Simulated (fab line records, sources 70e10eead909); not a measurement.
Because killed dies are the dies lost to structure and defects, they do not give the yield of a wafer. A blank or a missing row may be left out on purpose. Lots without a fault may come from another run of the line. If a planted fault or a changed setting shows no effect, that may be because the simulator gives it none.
Matching of chambers	flow nand-harc	NHARC_P_BONDPAD_CMP_19 on cmp-02 has 4 sister chambers
The step polishes, t overpolish 30 s, cu recess touch 16 s, target thk 160.81 nm. 18 wafers are shown with their chamber, then 9 later ones without.

WAFERS PAIRED WITH THEIR CHAMBERS
wafer	chamber	motor-current-A (A)	overpolish-run-s (s)
L077.2	0	14.1	30.001
L077.3	3	11.9	29.989
L077.4	2	10.9	30.002
L082.2	1	11.8	30.005
L082.3	0	15.2	30.005
L082.5	1	12.9	30.001
L084.1	0	12.9	30.004
L084.2	2	10.9	29.999
L084.6	1	12.2	30.000
L087.2	2	11.2	29.980
L087.3	1	12.1	29.997
L087.5	2	10.8	30.002
L091.2	3	11.1	29.992
L091.5	1	11.9	29.992
L091.6	0	14.3	29.993
L092.1	1	12.5	29.980
L092.2	0	12.6	29.996
L092.4	2	10.5	30.002

SIGNATURES, as means of the wafers listed above
reading	chamber 0	chamber 1	chamber 2	chamber 3	scatter within a chamber
motor-current-A	13.820	12.233	10.860	11.500	0.652
overpolish-run-s	29.99980	29.99583	29.99700	29.99050	0.0079
Rule: a wafer lies at a distance from a chamber equal to the root of the sum of squares, over the readings, of (its reading less the chamber's mean, divided by the reading's scatter). The wafer belongs to the nearest chamber; if the next one is less than 2 further off, it can't be placed. The scatter: the root of (the sum of the squares of (reading less its chamber's mean) over the shown wafers, divided by (wafers less chambers)).

WAFERS WITHOUT THEIR CHAMBER
wafer	motor-current-A (A)	overpolish-run-s (s)
L095.1	13.2	30.000
L095.2	10.5	29.997
L095.5	11.6	29.995
L097.1	11.1	30.002
L097.2	13.9	29.999
L097.4	11.1	30.004
L096.2	11.4	30.014
L096.3	14.7	30.007
L096.6	11.3	29.977

EACH ONE'S CHAMBER
wafer	from the rows above	in truth
L095.1	can't be placed: 0 or 1 or 3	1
L095.2	can't be placed: 2 or 3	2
L095.5	can't be placed: 3 or 1 or 2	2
L097.1	can't be placed: 2 or 3 or 1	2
L097.2	0	0
L097.4	can't be placed: 2 or 3 or 1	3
L096.2	can't be placed: 2 or 1 or 3 or 0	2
L096.3	0	0
L096.6	can't be placed: 3 or 2 or 1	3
Correct placement for 2 of the 9. Unplaceable from these rows: 7, with the true chamber sitting among the candidates in 7. Wrongly placed: 0.
